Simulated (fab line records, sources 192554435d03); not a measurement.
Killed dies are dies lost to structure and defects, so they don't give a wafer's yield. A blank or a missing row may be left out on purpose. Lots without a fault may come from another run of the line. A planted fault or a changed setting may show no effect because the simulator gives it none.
Chamber matching | flow n5_finfet | N5_MOL_CONTACT_COAG_ETCH_66 on rie_diel-04: 4 sister chambers
The step etches SiARC in CF4, target depth 13 nm, time 21.7 s. 14 wafers are shown with their chamber, then 7 later ones without.

WAFERS WITH THEIR CHAMBER
wafer  | chamber | showerhead_plenum_p_Torr (Torr) | drypump_motor_current_A (A) | etch_rf_on_time_s (s)
L079.2 | 3       | 2.14                            | 6.2                         | 21.1
L079.4 | 1       | 2.21                            | 6.4                         | 21.2
L079.5 | 3       | 2.14                            | 6.2                         | 21.1
L086.3 | 2       | 2.13                            | 6.1                         | 21.8
L086.4 | 1       | 2.20                            | 6.5                         | 21.5
L086.5 | 2       | 2.13                            | 6.1                         | 22.1
L088.1 | 2       | 2.13                            | 6.1                         | 21.7
L088.4 | 1       | 2.20                            | 6.5                         | 21.5
L088.5 | 3       | 2.14                            | 6.2                         | 21.2
L089.1 | 0       | 2.20                            | 6.2                         | 21.6
L089.3 | 2       | 2.13                            | 6.1                         | 22.1
L089.6 | 3       | 2.13                            | 6.2                         | 21.5
L095.1 | 2       | 2.13                            | 6.1                         | 22.2
L095.4 | 1       | 2.20                            | 6.4                         | 21.2

SIGNATURES (means of the wafers above)
reading                  | chamber 0 | chamber 1 | chamber 2 | chamber 3 | scatter within a chamber
showerhead_plenum_p_Torr | 2.2000    | 2.2025    | 2.1300    | 2.1375    | 0.00387
drypump_motor_current_A  | 6.200     | 6.450     | 6.100     | 6.200     | 0.0316
etch_rf_on_time_s        | 21.600    | 21.350    | 21.980    | 21.225    | 0.196
Rule: a wafer's distance from a chamber is the root of the sum, over the readings, of the square of ((its reading less the chamber's mean) divided by the reading's scatter). The wafer belongs to the nearest chamber; if the next one is less than 2 further off, it can't be placed. The scatter: the root of (the sum of the squares of (reading less its chamber's mean) over the shown wafers, divided by (wafers less chambers)).

WAFERS WITHOUT THEIR CHAMBER
wafer  | showerhead_plenum_p_Torr (Torr) | drypump_motor_current_A (A) | etch_rf_on_time_s (s)
L095.5 | 2.20                            | 6.4                         | 21.3
L097.2 | 2.19                            | 6.2                         | 21.8
L097.3 | 2.13                            | 6.1                         | 21.9
L097.6 | 2.19                            | 6.3                         | 21.6
L096.3 | 2.19                            | 6.4                         | 21.6
L096.4 | 2.13                            | 6.1                         | 22.1
L096.6 | 2.19                            | 6.3                         | 21.7

WHICH CHAMBER EACH WENT THROUGH
wafer  | from the rows above     | in truth
L095.5 | 1                       | 1
L097.2 | 0                       | 0
L097.3 | 2                       | 2
L097.6 | can't be placed: 0 or 1 | 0
L096.3 | 1                       | 1
L096.4 | 2                       | 2
L096.6 | can't be placed: 0 or 1 | 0
Placed correctly: 5 of 7. Can't be placed from these rows: 2 (the true chamber is among the candidates in 2). Placed wrongly: 0.
